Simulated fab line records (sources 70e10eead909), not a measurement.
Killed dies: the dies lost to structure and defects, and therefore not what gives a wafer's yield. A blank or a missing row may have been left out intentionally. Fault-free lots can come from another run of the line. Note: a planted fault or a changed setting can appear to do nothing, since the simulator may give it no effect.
A struck lot beside a sound one / flow nand_harc / 14 out of 1159 route steps
Sound: the wafers L430.1, L430.2, L430.6. Struck: wafer L438.6 (L438.2, L438.4, from the same lot, were not struck and are left out); the cause is given at the end.
For every step that has rows: the tool of each side, followed by ch and its chambers, followed by its first start. Under that, the readings that differ: sound wafers / struck wafers / difference of the means / sigmas: that difference in standard deviations of wafers without a fault.
alike: readings with means less than 2 such deviations apart, plus words and numbers identical on both sides. not compared: withheld readings, readings lacking a value on some wafer, bounds such as >300 that could conceal the same value, and numbers that have no deviation in the record and whose values overlap.
A row with sigmas, a row that says differs or no value, or rows on one side alone: a step with any of these is where the two part. Numbers that don't overlap but have no deviation are shown without sigmas and don't part them. A reading missing from all wafers of one side parts the sides only when that side holds two or more wafers.

first, 4 steps without rows for these wafers: NHARC_A_STAIRCASE_EXPOSE_181 (exposes mask STAIR 2); NHARC_A_STAIRCASE_PEB_182 (peb time 130 s); NHARC_A_STAIRCASE_DEVELOP_183 (time 140 s); NHARC_A_STAIRCASE_HARDBAKE_185 (time 140 s).
NHARC_A_STAIRCASE_DESCUM_186: chemistry O2, time 3 s.
  sound on rie_diel-13 ch 0,2,3, day 14 12:55; struck on rie_diel-06 ch 1, day 15 10:20
  alike: drypump_motor_current_A, oes_product_au, rf_vpp_V, showerhead_plenum_p_Torr, throttle_valve_pct
  not compared: rf_hours_counter_h
then, 1 step without rows for these wafers: NHARC_A_STAIRCASE_TRIM_187 (chemistry O2, time 211.2 s).
NHARC_A_STAIRCASE_ETCH_188: etches the open film in C4F8/O2, target depth 100 nm, time 40.5 s.
  sound: rie_diel-13 ch 0,1; struck: rie_diel-06 ch 2
  alike: oes_product_au, rf_vpp_V
  not compared: rf_hours_counter_h
NHARC_A_STAIRCASE_TRIM_189: chemistry O2, time 211.2 s.
  sound: rie_diel-13 ch 0,2,3; struck: rie_diel-06 ch 2
reading=showerhead_plenum_p_Torr (Torr); sound=3.37 3.57 3.39; struck=3.79; difference=+0.35; sigmas=+2
reading=throttle_valve_pct (%); sound=17.017 17.035 17.034; struck=17.050; difference=+0.021; sigmas=+2
  alike: drypump_motor_current_A, oes_product_au, rf_vpp_V, run_length_s
  not compared: rf_hours_counter_h
NHARC_A_STAIRCASE_ETCH_190: etches the open film in C4F8/O2, target depth 100 nm, time 40.5 s.
  sound: rie_diel-13 ch 0,1,3; struck: rie_diel-06 ch 3
  alike: oes_product_au, rf_vpp_V
  not compared: rf_hours_counter_h
then, 1 step without rows for these wafers: NHARC_A_STAIRCASE_TRIM_191 (chemistry O2, time 211.2 s).
NHARC_A_STAIRCASE_ETCH_192: etches the open film in C4F8/O2, target depth 100 nm, time 40.5 s.
  sound: rie_diel-13 ch 1,3; struck: rie_diel-06 ch 0
  alike: oes_product_au, rf_vpp_V
  not compared: rf_hours_counter_h
NHARC_A_STAIRCASE_TRIM_193: chemistry O2, time 211.2 s.
  sound on rie_diel-13 ch 1,2,3, day 14 13:42; struck on rie_diel-06 ch 0, day 15 11:06
reading=run_length_s (s); sound=232.4 232.6 232.4; struck=167.0; difference=-65.5; sigmas=-99 or more
  alike: drypump_motor_current_A, oes_product_au, rf_vpp_V, showerhead_plenum_p_Torr, throttle_valve_pct
  not compared: rf_hours_counter_h
then, 1 step without rows for these wafers: NHARC_A_STAIRCASE_ETCH_194 (etches the open film in C4F8/O2, target depth 100 nm, time 40.5 s).
-- jump in the record: it breaks off in module A_STAIRCASE and resumes in module END (first step shown: number 1159 of the route), and 9 days separate the struck wafers' starts before and after --
NHARC_END_SORT_01:
  only the struck wafers appear in the record here, on prober-01 ch 0 at day 24 07:29; the sound ones have no rows

== WHERE THEY PART ==
First at NHARC_A_STAIRCASE_TRIM_189; last, within this record, at NHARC_END_SORT_01.

WHY: what had been put in by the simulator
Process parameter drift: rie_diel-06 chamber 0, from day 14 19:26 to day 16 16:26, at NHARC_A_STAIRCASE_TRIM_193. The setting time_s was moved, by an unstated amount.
